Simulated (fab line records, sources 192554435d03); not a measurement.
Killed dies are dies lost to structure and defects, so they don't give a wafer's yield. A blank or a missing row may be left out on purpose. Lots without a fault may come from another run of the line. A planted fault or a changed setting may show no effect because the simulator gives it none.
fab line records | flow n5_finfet
record lots=6 wafers=18 last_day=17
route steps=1938 shown BEOL_M13@1707 BEOL_M14@1716
lots that met no fault: from a run of the same line without faults
start_h: hours from the record's first day to the start of the lot's first wafer shown | wait_h: hours since the lot's step before | " the same as in the row above | L1.1+2: a row that stands for several wafers | - no value, or no start given | * or withheld: withheld | < > ~ a bound
route shown NAME@n: a module of which the file shows steps, and the number in the route of the first | usual: mean/standard deviation of fault-free wafers | same: alike in all rows | chamber/n: place in a boat | sites: the reading at each site | _std_site: their standard deviation | _edge_site: outer sites' mean less inner sites' | radius_mm: how far each site lies from the wafer's centre | mask NAME#n: copy n | behind: the tool/chamber that last shaped the wafer | hold: why the lot was held/for how many hours/how that ended | device: the transistor (n, p or np) that didn't switch | end of line: the same wafers' tests at the end of the route | a step without rows: its recipe alone | killed: dies lost to structure and defects at the first sort, not the wafer's yield | map: a wafer's dies, x killed, . not, _ none there
set.NAME: the setting as run; set.NAME@STEP: as run at that earlier step | model.NAME: the simulator's own value behind a step, which no gauge read
lots at some steps of the route; a table a step, a row a wafer
services: from which hour (start_h, from the record's first day; less than 0 if before it) a tool's chamber was out of use, for how many hours, and why
## steps
# step N5_BEOL_M13_SPUTTER_45
# recipe material=Cu target_thk_a=800 temp_c=-20 bias_v=60 power_w=26000 chamber_pressure_pa=0.13 time_s=13.33
# usual cathode_dc_power_W=26000/4.3 throttle_valve_pct=29.8/1.3
# columns lot.wafer tool chamber start_h wait_h cathode_dc_power_W throttle_valve_pct
L730.2 pvd_sputter-01 - 289.28 0.0 25996 29.4
L730.3 " - " " 26001 31.2
L730.5 " - " " 26000 31.2
L732.1 pvd_sputter-01 - 293.38 0.0 26010 28.5
L732.2 " - " " 25996 30.2
L732.4 " - " " 26001 31.3
L733.1 pvd_sputter-02 - 297.66 0.0 25995 28.1
L733.3 " - " " 26000 29.7
L733.5 " - " " 26000 28.2
L743.2 pvd_sputter-03 - 359.89 0.0 25995 31.4
L743.5 " - " " 26003 30.0
L743.6 " - " " 25992 32.0
L742.1 pvd_sputter-01 - 363.44 0.0 26000 30.5
L742.5 " - " " 26000 31.1
L742.6 " - " " 25996 28.9
L745.2 pvd_sputter-01 - 375.83 0.0 25993 28.3
L745.3 " - " " 26001 29.5
L745.6 " - " " 25999 29.0
# step N5_BEOL_M13_ECD_47
# recipe material=Cu target_thk_a=9360
# step N5_BEOL_M13_ANNEAL_48
# recipe temp_c=225 time_s=90 ambient=N2
# step N5_BEOL_M13_CMP_49
# recipe stop_on=SiOC t_overpolish_s=17.1 down_force_psi=1 platen_rpm=50 clearing_platen_down_force_psi=1.5 clearing_platen_rpm=50 post_cmp_clean=cu_alkaline target_thk_nm=420 clearing_platen_pad_velocity_m_s=0.99484 pad_velocity_m_s=0.99484
# step N5_BEOL_M13_THK_MEAS_50
# recipe thk_meas_gauge=xrf reads=Cu_of_BEOL_M13_ECD_47
# usual M13_THK=410/7.4
# columns lot.wafer tool chamber start_h wait_h M13_THK[nm]
L730.2 film_metro-02 - 290.32 - 429
L730.3 " - " " 408
L730.5 " - " " 419
L732.1 film_metro-02 - 294.25 - 426
L732.2 " - " " 417
L732.4 " - " " 411
L733.1 film_metro-02 - 298.54 - 397
L733.3 " - " " 420
L733.5 " - " " 397
L743.2 film_metro-01 - 360.76 - 402
L743.5 " - " " 400
L743.6 " - " " 412
L742.1 film_metro-02 - 364.57 - 397
L742.5 " - " " 402
L742.6 " - " " 399
L745.2 film_metro-02 - 377.08 - 413
L745.3 " - " " 406
L745.6 " - " " 408
# step N5_BEOL_M13_PRE_CLEAN_52
# recipe gas=NH3 time_s=15 temp_c=withheld rf_power_w=300
# step N5_BEOL_M13_DEP_53
# recipe material=SiCN target_thk_a=500 temp_c=withheld precursor=3MS/NH3 pressure_torr=3 rf_w=675 time_s=17.8
# usual chamber_pressure_Torr=3.000/0.0066 showerhead_plenum_p_Torr=4.152/0.019 throttle_valve_pct=18.2/0.97
# columns lot.wafer tool chamber start_h wait_h chamber_pressure_Torr showerhead_plenum_p_Torr throttle_valve_pct
L730.2 pecvd-04 0 290.38 0.0 2.997 4.156 18.6
L730.3 " 2 " " 3.004 4.177 17.2
L730.5 " 1 " " 3.002 4.183 17.5
L732.1 pecvd-04 1 294.31 0.0 3.004 4.174 17.6
L732.2 " 2 " " 3.004 4.183 17.2
L732.4 " 2 " " 3.008 4.171 17.5
L733.1 pecvd-04 0 298.60 0.0 2.988 4.155 18.8
L733.3 " 1 " " 3.001 4.172 17.8
L733.5 " 0 " " 2.990 4.162 18.9
L743.2 pecvd-02 0 360.82 0.0 2.993 4.140 19.9
L743.5 " 1 " " 2.991 4.126 19.2
L743.6 " 0 " " 3.004 4.140 19.6
L742.1 pecvd-04 1 364.63 0.0 2.993 4.187 17.7
L742.5 " 2 " " 2.993 4.177 17.5
L742.6 " 1 " " 2.998 4.175 17.8
L745.2 pecvd-04 2 377.14 0.0 2.990 4.177 17.4
L745.3 " 1 " " 2.993 4.166 17.6
L745.6 " 0 " " 3.005 4.156 18.8
# step N5_BEOL_M13_RS_MEAS_54
# recipe thk_meas_gauge=four-point-probe reads=Cu_of_BEOL_M13_ECD_47+Ta_of_BEOL_M13_SPUTTER_44+TaN_of_BEOL_M13_SPUTTER_43
# usual M13_RS=0.0447/0.00072
# columns lot.wafer tool chamber start_h wait_h M13_RS[ohm/sq]
L730.2 film_metro-01 - 290.45 0.1 0.0433
L730.3 " - " " 0.0452
L730.5 " - " " 0.0443
L732.1 film_metro-02 - 294.38 0.0 0.0431
L732.2 " - " " 0.0440
L732.4 " - " " 0.0446
L733.1 film_metro-02 - 298.67 0.0 0.0462
L733.3 " - " " 0.0435
L733.5 " - " " 0.0461
L743.2 film_metro-02 - 360.89 0.1 0.0455
L743.5 " - " " 0.0458
L743.6 " - " " 0.0445
L742.1 film_metro-02 - 364.70 0.0 0.0458
L742.5 " - " " 0.0452
L742.6 " - " " 0.0457
L745.2 film_metro-01 - 377.21 0.1 0.0436
L745.3 " - " " 0.0444
L745.6 " - " " 0.0443
# step N5_BEOL_M13_INSPECT_55
# recipe inspect_instrument=darkfield mode=post_dep
# usual raw_defect_count=67/20
# columns lot.wafer tool chamber start_h wait_h raw_defect_count
L730.2 defect_inspect-01 - 290.48 0.0 81
L730.3 " - " " 55
L730.5 " - " " 30
L732.1 defect_inspect-02 - 294.41 0.0 71
L732.2 " - " " 71
L732.4 " - " " 97
L733.1 defect_inspect-01 - 298.69 0.0 64
L733.3 " - " " 53
L733.5 " - " " 95
L743.2 defect_inspect-02 - 360.92 0.0 67
L743.5 " - " " 48
L743.6 " - " " 60
L742.1 defect_inspect-01 - 364.72 0.0 117
L742.5 " - " " 57
L742.6 " - " " 49
L745.2 defect_inspect-01 - 377.23 0.0 68
L745.3 " - " " 73
L745.6 " - " " 78
# step N5_BEOL_M14_ILD_DEP_00
# recipe material=SiO2 target_thk_a=11193 temp_c=400 precursor=TEOS/O2 pressure_torr=6.5 rf_w=900 teos_flow_sccm=161.4 gas=O2 flow_sccm=2650 time_s=237.4
# step N5_BEOL_M14_THK_MEAS_01
# recipe reads=SiO2_of_BEOL_M14_ILD_DEP_00
# usual M14_ILD_THK=1120/14
# columns lot.wafer tool chamber start_h wait_h M14_ILD_THK[nm]
L730.2 film_metro-01 - 290.70 0.1 1117
L730.3 " - " " 1122
L730.5 " - " " 1141
L732.1 film_metro-01 - 294.63 0.1 1124
L732.2 " - " " 1122
L732.4 " - " " 1130
L733.1 film_metro-01 - 298.92 0.1 1128
L733.3 " - " " 1120
L733.5 " - " " 1135
L743.2 film_metro-02 - 361.14 0.1 1098
L743.5 " - " " 1122
L743.6 " - " " 1122
L742.1 film_metro-02 - 365.03 0.2 1110
L742.5 " - " " 1117
L742.6 " - " " 1138
L745.2 film_metro-01 - 377.46 0.1 1094
L745.3 " - " " 1106
L745.6 " - " " 1104
# step N5_BEOL_M14_COAT_58
# recipe resist=BARC temp_c=205 time_s=60 spin_rpm=1500 resist_thk_nm=89
# step N5_BEOL_M14_COAT_04
# recipe spin_rpm=1704 resist_thk_nm=800
# usual resist_line_temp_C=23.00/0.097 spin_speed_rpm=1703.9/1.1
# columns lot.wafer tool chamber start_h wait_h resist_line_temp_C spin_speed_rpm model.coat_of_BEOL_M14_COAT_04.thk_nm
L730.2 litho_track-04 0 290.74 - 23.25 1704.6 799.6
L730.3 " 0 " " 23.04 1704.9 797.6
L730.5 " 0 " " 23.02 1705.1 801.2
L732.1 litho_track-04 0 294.67 - 23.00 1703.9 803.2
L732.2 " 0 " " 22.88 1701.8 801.4
L732.4 " 0 " " 22.91 1704.3 799.6
L733.1 litho_track-05 0 298.95 - 23.13 1702.8 805.6
L733.3 " 0 " " 23.01 1701.9 803
L733.5 " 0 " " 23.03 1703.3 806.2
L743.2 litho_track-04 0 361.18 - 22.91 1417.5 874.2
L743.5 " 0 " " 22.84 1418.5 879.8
L743.6 " 0 " " 22.94 1419.2 876.4
L742.1 litho_track-04 0 365.07 - 22.97 1417.1 875
L742.5 " 0 " " 22.86 1418.5 877.8
L742.6 " 0 " " 23.00 1418.0 875.8
L745.2 litho_track-02 0 377.49 - 22.98 1704.3 800.8
L745.3 " 0 " " 23.10 1702.6 799
L745.6 " 0 " " 23.12 1703.6 797.4
# step N5_BEOL_M14_EBR_06
# recipe solvent=PGMEA ebr_width_mm=1.5
# step N5_BEOL_M14_SOFTBAKE_05
# recipe temp_c=130 time_s=60
# step N5_BEOL_M14_EXPOSE_07
# recipe mask_id=V13 na=0.8 source_shape=annular sigma_inner=0.5 sigma_outer=0.8 polarization=unpolarized attpsm_phase_deg=180 dose_mj=57
# step N5_BEOL_M14_PEB_08
# recipe peb_temp_c=130 peb_time_s=90
# step N5_BEOL_M14_DEVELOP_09
# recipe develop_time_s=45 rinse_liquid=diw dry=air_spin dev_temp_c=21
# step N5_BEOL_M14_HARDBAKE_14
# recipe temp_c=130 time_s=120
# step N5_BEOL_M14_CD_MEAS_10
# recipe target_cd_nm=250 landing_energy_ev=500 detector=se_inlens polarity=opening
# usual cd_nm=250.2/1.2
# columns lot.wafer tool chamber start_h wait_h cd_nm
L730.2 cd_sem-01 0 291.19 - 253.4
L730.3 " 0 " " 251.3
L730.5 " 0 " " 250.7
L732.1 cd_sem-01 0 294.94 - 249.3
L732.2 " 0 " " 249.6
L732.4 " 0 " " 251.1
L733.1 cd_sem-01 0 299.22 - 250.3
L733.3 " 0 " " 249.1
L733.5 " 0 " " 251.2
L743.2 cd_sem-02 0 361.45 - 246.9
L743.5 " 0 " " 246.1
L743.6 " 0 " " 245.5
L742.1 cd_sem-03 0 365.46 - 244.9
L742.5 " 0 " " 244.3
L742.6 " 0 " " 243.8
L745.2 cd_sem-03 0 377.77 - 251.6
L745.3 " 0 " " 250.8
L745.6 " 0 " " 249.8
# step N5_BEOL_M14_OVL_MEAS_11
# recipe points_per_wafer=44
# usual V13_OVL=-1/6.7
# columns lot.wafer tool chamber start_h wait_h V13_OVL[nm]
L730.2 overlay-02 0 291.22 0.0 -11
L730.3 " 0 " " -1
L730.5 " 0 " " 0
L732.1 overlay-02 0 294.97 0.0 10
L732.2 " 0 " " 6
L732.4 " 0 " " 3
L733.1 overlay-01 0 299.25 0.0 -4
L733.3 " 0 " " -7
L733.5 " 0 " " -6
L743.2 overlay-02 0 361.51 0.1 8
L743.5 " 0 " " 0
L743.6 " 0 " " -3
L742.1 overlay-02 0 365.49 0.0 0
L742.5 " 0 " " 4
L742.6 " 0 " " -2
L745.2 overlay-02 0 377.80 0.0 1
L745.3 " 0 " " 7
L745.6 " 0 " " 2
# step N5_BEOL_M14_INSPECT_12
# recipe mode=adi inspect_instrument=macro
# usual raw_defect_count=2.2/1.5
# columns lot.wafer tool chamber start_h wait_h raw_defect_count
L730.2 defect_inspect-01 - 291.25 0.0 1
L730.3 " - " " 0
L730.5 " - " " 0
L732.1 defect_inspect-02 - 294.99 0.0 2
L732.2 " - " " 1
L732.4 " - " " 3
L733.1 defect_inspect-02 - 299.28 0.0 1
L733.3 " - " " 2
L733.5 " - " " 0
L743.2 defect_inspect-02 - 361.54 0.0 2
L743.5 " - " " 1
L743.6 " - " " 1
L742.1 defect_inspect-02 - 365.52 0.0 3
L742.5 " - " " 2
L742.6 " - " " 1
L745.2 defect_inspect-02 - 377.82 0.0 1
L745.3 " - " " 0
L745.6 " - " " 2
# step N5_BEOL_M14_DESCUM_15
# recipe chemistry=O2 time_s=7.9 source_power_w=50 bias_power_w=20 pressure_mtorr=20 rf_frequency_hz=2.712e+07 temp_c=40 o2_flow_sccm=225
# usual drypump_motor_current_A=5.9/0.53 oes_product_au=0.80/0.076 rf_vpp_V=242.9/1.2 showerhead_plenum_p_Torr=2.08/0.064 throttle_valve_pct=20.44/0.21
# columns lot.wafer tool chamber start_h wait_h drypump_motor_current_A oes_product_au rf_hours_counter_h rf_vpp_V showerhead_plenum_p_Torr throttle_valve_pct
L730.2 rie_diel-06 3 291.34 0.1 4.9 0.76 135 244.7 2.09 20.56
L730.3 " 0 " " 6.8 0.75 149 240.1 2.00 20.10
L730.5 " 3 " " 4.9 0.76 - 243.6 2.09 20.56
L732.1 rie_diel-04 0 295.03 0.0 6.5 0.91 32 243.4 2.06 20.35
L732.2 " 3 " " 6.0 0.78 102 243.8 2.20 20.39
L732.4 " 1 " " 6.0 0.87 45 242.9 2.04 20.37
L733.1 rie_diel-04 3 299.31 0.0 6.0 0.80 104 244.0 2.20 20.38
L733.3 " 1 " " 6.0 0.86 47 242.8 2.04 20.37
L733.5 " 3 " " 6.0 0.78 - 246.0 2.20 20.38
L743.2 rie_diel-04 1 361.57 0.0 5.9 0.85 67 241.6 2.03 20.42
L743.5 " 2 " " 5.8 0.77 - 243.2 2.01 20.60
L743.6 " 3 " " 6.0 0.78 - 244.7 2.19 20.42
L742.1 rie_diel-06 3 365.55 0.0 4.9 0.74 160 242.3 2.08 20.60
L742.5 " 3 " " 4.9 0.74 - 243.3 2.08 20.58
L742.6 " 2 " " 6.0 0.68 - 242.0 1.98 20.36
L745.2 rie_diel-02 0 377.93 0.1 5.3 0.79 102 243.0 2.03 20.10
L745.3 " 3 " " 5.1 0.87 40 241.8 2.04 20.64
L745.6 " 1 " " 5.5 0.90 - 243.2 2.14 20.37
# step N5_BEOL_M14_ETCH_59
# recipe chemistry=N2/H2 target=BARC target_depth_a=890 overetch_a=267 time_s=67.9 ion_energy_ev=200 pressure_mtorr=30 source_w=840 bias_w=150 n2_flow_sccm=200 h2_flow_sccm=200
# usual drypump_motor_current_A=5.9/0.53 oes_product_au=0.68/0.061 rf_vpp_V=523.4/2.2 showerhead_plenum_p_Torr=2.53/0.078 throttle_valve_pct=17.92/0.24
# columns lot.wafer tool chamber start_h wait_h drypump_motor_current_A oes_product_au rf_hours_counter_h rf_vpp_V showerhead_plenum_p_Torr throttle_valve_pct
L730.2 rie_diel-06 3 291.38 0.0 4.9 0.65 135 525.9 2.55 18.13
L730.3 " 0 " " 6.8 0.64 149 521.0 2.44 17.63
L730.5 " 3 " " 4.9 0.65 - 523.0 2.55 18.15
L732.1 rie_diel-04 0 295.06 0.0 6.6 0.75 32 522.5 2.48 17.61
L732.2 " 3 " " 6.0 0.67 102 528.1 2.67 17.83
L732.4 " 1 " " 5.9 0.75 45 521.4 2.48 17.81
L733.1 rie_diel-04 3 299.35 0.0 6.0 0.68 104 526.7 2.67 17.83
L733.3 " 1 " " 5.9 0.74 47 522.5 2.48 17.80
L733.5 " 3 " " 6.1 0.68 - 526.2 2.67 17.83
L743.2 rie_diel-04 1 361.61 0.0 5.9 0.72 67 521.1 2.47 17.85
L743.5 " 2 " " 5.8 0.65 - 521.3 2.44 18.05
L743.6 " 3 " " 6.0 0.66 - 528.3 2.66 17.88
L742.1 rie_diel-06 3 365.58 0.0 4.9 0.63 160 523.8 2.54 18.20
L742.5 " 3 " " 4.9 0.63 - 522.9 2.54 18.20
L742.6 " 2 " " 5.9 0.58 - 520.5 2.41 17.81
L745.2 rie_diel-02 0 377.97 0.0 5.3 0.66 102 521.3 2.46 17.69
L745.3 " 3 " " 5.1 0.74 40 523.0 2.49 18.21
L745.6 " 1 " " 5.5 0.76 - 526.4 2.60 17.87
# step N5_BEOL_M14_VIA_ETCH_16
# recipe chemistry=C4F8/O2/Ar target=SiO2 he_inner_torr=15 he_outer_torr=30 target_depth_a=12313 time_s=withheld ion_energy_ev=800 pressure_mtorr=20 source_w=1905 bias_w=2040 Ar_flow_sccm=400 C4F8_flow_sccm=16 O2_flow_sccm=12 ends=cleared
# usual drypump_motor_current_A=5.9/0.53 he_inner_torr=14.997/0.027 oes_f_703_au=0.80/0.074 oes_o_777_au=0.80/0.074 oes_product_au=0.72/0.068 rf_vpp_V=2229/17 showerhead_plenum_p_Torr=3.41/0.097 throttle_valve_pct=30.88/0.24
# columns lot.wafer tool chamber start_h wait_h drypump_motor_current_A he_inner_torr oes_f_703_au oes_o_777_au oes_product_au rf_vpp_V showerhead_plenum_p_Torr throttle_valve_pct model.coat_of_BEOL_M14_COAT_04.thk_nm
L730.2 rie_diel-06 3 291.43 0.0 4.9 15.016 0.76 0.75 0.69 2250 3.44 31.06 454.2
L730.3 " 0 " " 6.8 15.041 0.74 0.74 0.67 2224 3.29 30.38 454
L730.5 " 3 " " 4.9 14.964 0.76 0.76 0.68 2249 3.44 31.08 449.8
L732.1 rie_diel-04 0 295.11 0.0 6.5 15.026 0.89 0.88 0.81 2212 3.38 30.85 451.8
L732.2 " 3 " " 6.0 15.019 0.78 0.79 0.70 2253 3.59 30.78 451.8
L732.4 " 1 " " 6.0 14.986 0.87 0.87 0.79 2216 3.35 30.83 449.8
L733.1 rie_diel-04 3 299.40 0.0 6.0 14.980 0.78 0.79 0.72 2254 3.59 30.79 455.2
L733.3 " 1 " " 5.9 14.985 0.88 0.87 0.78 2216 3.35 30.84 456.8
L733.5 " 3 " " 6.0 14.984 0.77 0.79 0.72 2254 3.59 30.79 454.4
L743.2 rie_diel-04 1 361.66 0.0 6.0 14.994 0.84 0.84 0.76 2216 3.34 30.86 533.4
L743.5 " 2 " " 5.8 14.980 0.75 0.76 0.69 2241 3.31 31.02 531.8
L743.6 " 3 " " 6.0 15.048 0.76 0.77 0.70 2253 3.58 30.80 527.4
L742.1 rie_diel-06 3 365.64 0.0 4.9 14.985 0.73 0.74 0.67 2248 3.43 31.10 531
L742.5 " 3 " " 4.9 14.988 0.74 0.74 0.67 2249 3.43 31.10 532.6
L742.6 " 2 " " 5.9 14.988 0.68 0.68 0.61 2235 3.27 30.71 527.2
L745.2 rie_diel-02 0 378.02 0.0 5.2 14.983 0.80 0.79 0.72 2207 3.32 30.48 461
L745.3 " 3 " " 5.1 14.986 0.85 0.85 0.79 2197 3.36 31.18 456.6
L745.6 " 1 " " 5.5 15.015 0.90 0.89 0.81 2232 3.50 30.82 455.4
# step N5_BEOL_M14_STRIP_63
# recipe chemistry=O2 power_w=600 temp_c=60 pressure_mtorr=30 rf_frequency_hz=6e+07 bias_power_w=0 overash_fraction=0.3 o2_flow_sccm=225
# usual drypump_motor_current_A=5.9/0.53 oes_product_au=0.80/0.076 rf_vpp_V=3.7/0.91 showerhead_plenum_p_Torr=2.08/0.064 throttle_valve_pct=16.68/0.21
# columns lot.wafer tool chamber start_h wait_h drypump_motor_current_A oes_product_au rf_hours_counter_h rf_vpp_V showerhead_plenum_p_Torr throttle_valve_pct
L730.2 rie_diel-06 3 - - 4.9 0.76 135 3.7 2.10 16.77
L730.3 " 0 " " 6.8 0.74 150 4.0 2.00 16.41
L730.5 " 3 " " 4.9 0.76 - 3.1 2.10 16.77
L732.1 rie_diel-04 0 - - 6.5 0.89 32 6.0 2.06 16.55
L732.2 " 3 " " 6.0 0.79 103 3.0 2.21 16.63
L732.4 " 1 " " 6.0 0.87 45 4.0 2.04 16.60
L733.1 rie_diel-04 3 - - 6.0 0.79 104 3.2 2.21 16.60
L733.3 " 1 " " 5.9 0.86 47 4.8 2.04 16.60
L733.5 " 3 " " 6.0 0.78 - 3.1 2.21 16.65
L743.2 rie_diel-04 1 - - 5.9 0.83 67 4.4 2.04 16.65
L743.5 " 2 " " 5.8 0.75 - 2.7 2.02 16.83
L743.6 " 3 " " 6.0 0.77 - 4.4 2.20 16.64
L742.1 rie_diel-06 3 - - 4.9 0.74 161 2.3 2.09 16.85
L742.5 " 3 " " 4.9 0.74 - 3.4 2.09 16.83
L742.6 " 2 " " 6.0 0.67 - 4.6 1.99 16.67
L745.2 rie_diel-02 0 - - 5.2 0.77 103 4.6 2.03 16.34
L745.3 " 3 " " 5.1 0.86 40 3.7 2.04 16.82
L745.6 " 1 " " 5.5 0.90 - 5.5 2.14 16.58
## services
# columns tool chamber start_h hours kind
rie_diel-02 1 284.06 - clean
rie_diel-02 1 284.06 - consumable_replace:focus_ring
rie_diel-02 1 284.06 13.9 scheduled_down
rie_diel-02 1 284.06 13.9 vent_cycle
pecvd-04 - 304.29 2.8 pm
pecvd-04 2 309.11 4.2 repair
rie_diel-04 1 342.58 5.9 repair
pvd_sputter-01 - 347.55 1.5 repair
rie_diel-04 3 353.66 5.1 repair
rie_diel-06 - 360.52 0.5 repair
pecvd-02 2 363.18 5.5 scheduled_down
rie_diel-02 - 374.68 2.8 pm
## key
first_sign step=N5_BEOL_M14_COAT_04 reading=spin_speed_rpm direction=down sigmas=99+ usual=* struck=*
effect step=N5_BEOL_M14_CD_MEAS_10 reading=cd_nm direction=down sigmas=4.1 usual=250.2 struck=245.3
model_effect step=N5_BEOL_M14_COAT_04 value=coat_of_BEOL_M14_COAT_04.thk_nm without=799.5 struck=876.5
model_effect step=N5_BEOL_M14_VIA_ETCH_16 value=coat_of_BEOL_M14_COAT_04.thk_nm without=453.5 struck=530.6
met_at N5_BEOL_M14_COAT_04
struck_wafers L742.1,L742.5,L742.6,L743.2,L743.5,L743.6
onset_between 294.67 361.18
fault kind=process_parameter_drift tool=litho_track-04 chamber=- onset_h=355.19 steps=N5_BEOL_M14_COAT_04 channel=spin_rpm offset=* shape=step end_h=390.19 acts_in=* stated=*
